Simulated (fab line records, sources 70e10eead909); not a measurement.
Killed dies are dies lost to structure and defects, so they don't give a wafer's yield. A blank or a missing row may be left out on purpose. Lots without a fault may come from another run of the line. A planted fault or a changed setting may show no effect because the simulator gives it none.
Which tool did it? | flow nand_harc | 14 lots, 40 wafers sampled, at 4 steps of a route of 1302

WHAT THE GAUGES READ, wafer by wafer
The record holds no reading of a measuring or inspecting step that can be judged against a usual standard deviation.

WHICH TOOL RAN EACH LOT (tool, then ch and the chambers of the sampled wafers, then the start)
lot  | NHARC_A_M0_PVD_21                       | NHARC_A_M0_CMP_23             | NHARC_A_M0_PRE_CLEAN_31         | NHARC_A_M1_DEVELOP_08
L584 | pvd_sputter-02, day 23 04:07 or earlier | cmp-02 ch 2,3, day 23 04:07   | pecvd-02 ch 0,1, day 23 04:38   | litho_track-01 ch 0, day 23 05:00
L583 | pvd_sputter-02, day 23 08:57 or earlier | cmp-01 ch 1,2,3, day 23 08:57 | pecvd-02 ch 0,1, day 23 09:28   | litho_track-01 ch 0, day 23 10:00
L587 | pvd_sputter-03, day 25 00:51 or earlier | cmp-04 ch 0,1,3, day 25 00:51 | pecvd-03 ch 0,1, day 25 01:22   | litho_track-04, day 25 02:00
L589 | pvd_sputter-02, day 25 16:47 or earlier | cmp-02 ch 1, day 25 16:47     | pecvd-03 ch 2, day 25 17:14     | litho_track-01, day 25 18:00
L595 | pvd_sputter-03, day 26 23:20 or earlier | cmp-02 ch 1,3, day 26 23:20   | pecvd-04 ch 0,1, day 26 23:53   | litho_track-01 ch 0, day 27 00:00
L593 | pvd_sputter-03, day 26 23:41 or earlier | cmp-01 ch 0,2,3, day 26 23:41 | pecvd-02 ch 0,1,2, day 27 00:13 | litho_track-01 ch 0, day 27 01:00
L596 | pvd_sputter-01, day 28 07:02 or earlier | cmp-02 ch 0,1,2, day 28 07:02 | pecvd-04 ch 0, day 28 07:34     | litho_track-01 ch 0, day 28 09:00
L598 | pvd_sputter-03, day 28 07:46 or earlier | cmp-04 ch 0,2,3, day 28 07:46 | pecvd-03 ch 1,2, day 28 08:18   | litho_track-06 ch 0, day 28 09:00
L597 | pvd_sputter-02, day 29 00:18 or earlier | cmp-02 ch 0,1, day 29 00:18   | pecvd-02 ch 0,1,2, day 29 00:53 | litho_track-01 ch 0, day 29 01:00
L599 | pvd_sputter-02, day 29 14:42 or earlier | cmp-02 ch 0,1,2, day 29 14:42 | pecvd-02 ch 1,2, day 29 15:13   | litho_track-04 ch 0, day 29 16:00
L600 | pvd_sputter-01, day 30 12:29 or earlier | cmp-02 ch 0,1,3, day 30 12:29 | pecvd-04 ch 0,1,2, day 30 13:01 | litho_track-01 ch 0, day 30 14:00
L601 | pvd_sputter-02, day 30 13:34 or earlier | cmp-02 ch 0,1,2, day 30 13:34 | pecvd-02 ch 1,2, day 30 14:05   | litho_track-04 ch 0, day 30 15:00
L602 | pvd_sputter-02, day 30 18:48 or earlier | cmp-01 ch 0,1,3, day 30 18:48 | pecvd-02 ch 0,2, day 30 19:20   | litho_track-06 ch 0, day 30 20:00
L605 | pvd_sputter-01, day 32 00:01 or earlier | cmp-02 ch 0,2,3, day 32 00:01 | pecvd-04 ch 1,2, day 32 00:33   | litho_track-01 ch 0, day 32 01:00
- NHARC_A_M0_PVD_21: deposits Cu, target thk 30 nm, time 20.49 s.
- NHARC_A_M0_CMP_23: polishes, t overpolish 20 s, target thk 113.75 nm.
- NHARC_A_M0_PRE_CLEAN_31: time 12 s.
- NHARC_A_M1_DEVELOP_08: develop time 35 s.

WHAT THE TOOLS THEMSELVES READ (means of the sampled wafers that have a number; where no wafer has one, the mark that the record gives instead)
NHARC_A_M0_PVD_21. Usual: throttle_valve_pct 29.8 %, standard deviation 1.
lot  | tool           | throttle_valve_pct (%) | flag
L584 | pvd_sputter-02 | 30.0                   |
L583 | pvd_sputter-02 | 29.9                   |
L587 | pvd_sputter-03 | 30.0                   |
L589 | pvd_sputter-02 | 30.2                   |
L595 | pvd_sputter-03 | 29.8                   |
L593 | pvd_sputter-03 | 29.1                   |
L596 | pvd_sputter-01 | 29.9                   |
L598 | pvd_sputter-03 | 29.2                   |
L597 | pvd_sputter-02 | 29.4                   |
L599 | pvd_sputter-02 | 29.8                   |
L600 | pvd_sputter-01 | 31.2                   |
L601 | pvd_sputter-02 | 30.0                   |
L602 | pvd_sputter-02 | 29.9                   |
L605 | pvd_sputter-01 | 30.5                   |

NHARC_A_M0_CMP_23. Usual: motor_current_A 11.8 A, standard deviation 0.71; retaining_ring_pressure_frac 1.001, standard deviation 0.0048; time_to_endpoint_s 28.8 s, standard deviation 2.1.
lot  | tool   | motor_current_A (A) | retaining_ring_pressure_frac | time_to_endpoint_s (s) | flag
L584 | cmp-02 | 11.7                | 0.999                        | 32.1                   |
L583 | cmp-01 | 12.4                | 0.998                        | 26.6                   |
L587 | cmp-04 | 11.4                | 1.003                        | 31.9                   |
L589 | cmp-02 | 11.4                | 1.004                        | 31.8                   |
L595 | cmp-02 | 12.1                | 1.004                        | 29.1                   |
L593 | cmp-01 | 12.4                | 1.000                        | 26.4                   |
L596 | cmp-02 | 11.4                | 1.004                        | 28.1                   |
L598 | cmp-04 | 11.8                | 1.001                        | 27.0                   |
L597 | cmp-02 | 12.0                | 1.001                        | 28.0                   |
L599 | cmp-02 | 11.5                | 1.000                        | 29.6                   |
L600 | cmp-02 | 12.3                | 1.004                        | 31.3                   |
L601 | cmp-02 | 11.7                | 0.999                        | 28.7                   |
L602 | cmp-01 | 11.9                | 1.001                        | 27.9                   |
L605 | cmp-02 | 11.4                | 1.003                        | 27.8                   |

NHARC_A_M0_PRE_CLEAN_31. Usual: heater_power_w 630 W, standard deviation 64; susceptor_temp_C 369.98 C, standard deviation 0.21.
lot  | tool     | heater_power_w (W) | susceptor_temp_C (C) | flag
L584 | pecvd-02 | 617                | 370.05               |
L583 | pecvd-02 | 546                | 369.81               |
L587 | pecvd-03 | 611                | 370.19               |
L589 | pecvd-03 | 685                | 370.16               |
L595 | pecvd-04 | 657                | 370.12               |
L593 | pecvd-02 | 603                | 369.80               |
L596 | pecvd-04 | 760                | 370.14               |
L598 | pecvd-03 | 684                | 370.06               |
L597 | pecvd-02 | 580                | 370.15               |
L599 | pecvd-02 | 678                | 370.17               |
L600 | pecvd-04 | 644                | 370.23               |
L601 | pecvd-02 | 676                | 370.14               |
L602 | pecvd-02 | 571                | 370.12               |
L605 | pecvd-04 | 652                | 369.87               |

NHARC_A_M1_DEVELOP_08. Usual: chill_plate_temp_C 22.98 C, standard deviation 0.1; resist_line_temp_C 23.00 C, standard deviation 0.11.
lot  | tool           | chill_plate_temp_C (C) | resist_line_temp_C (C) | flag
L584 | litho_track-01 | 22.92                  | 22.82                  |
L583 | litho_track-01 | 22.86                  | 23.10                  |
L587 | litho_track-04 | -                      | -                      | OFF
L589 | litho_track-01 | -                      | -                      | OFF
L595 | litho_track-01 | 23.03                  | 22.93                  |
L593 | litho_track-01 | 22.88                  | 23.05                  |
L596 | litho_track-01 | 23.01                  | 22.91                  |
L598 | litho_track-06 | 23.13                  | 23.01                  |
L597 | litho_track-01 | 22.98                  | 23.06                  |
L599 | litho_track-04 | 23.01                  | 23.00                  |
L600 | litho_track-01 | 23.01                  | 23.00                  |
L601 | litho_track-04 | 23.08                  | 22.85                  |
L602 | litho_track-06 | 22.96                  | 22.84                  |
L605 | litho_track-01 | 22.94                  | 23.00                  |

THE ANSWER, worked out from the rows above alone
Rule: a lot is off if the mean of its wafers that have a number lies more than 3 standard deviations from the usual mean. A lot without any number at a reading at which 4 lots or more have one is off too. The other lots that the step has rows for count as sound. The gauges are gone through in route order, then the tools' own readings, and for those a lot's mean is taken as printed above. The first step at which some lot is off is used, and at that step the reading that is off furthest; a lot without a number counts as furthest.
Off: L587, L589, at NHARC_A_M1_DEVELOP_08 (chill_plate_temp_C). Without a number there: L587, L589.
A tool fits if, at that step or a process step before it, it ran every lot that is off, and no sound lot after the first of them. NHARC_A_M0_PVD_21 gives no start for some lots, so the hours and the order of its lots are those of NHARC_A_M0_CMP_23. None of those tried fits.

WHAT THE SIMULATOR HAD PUT IN
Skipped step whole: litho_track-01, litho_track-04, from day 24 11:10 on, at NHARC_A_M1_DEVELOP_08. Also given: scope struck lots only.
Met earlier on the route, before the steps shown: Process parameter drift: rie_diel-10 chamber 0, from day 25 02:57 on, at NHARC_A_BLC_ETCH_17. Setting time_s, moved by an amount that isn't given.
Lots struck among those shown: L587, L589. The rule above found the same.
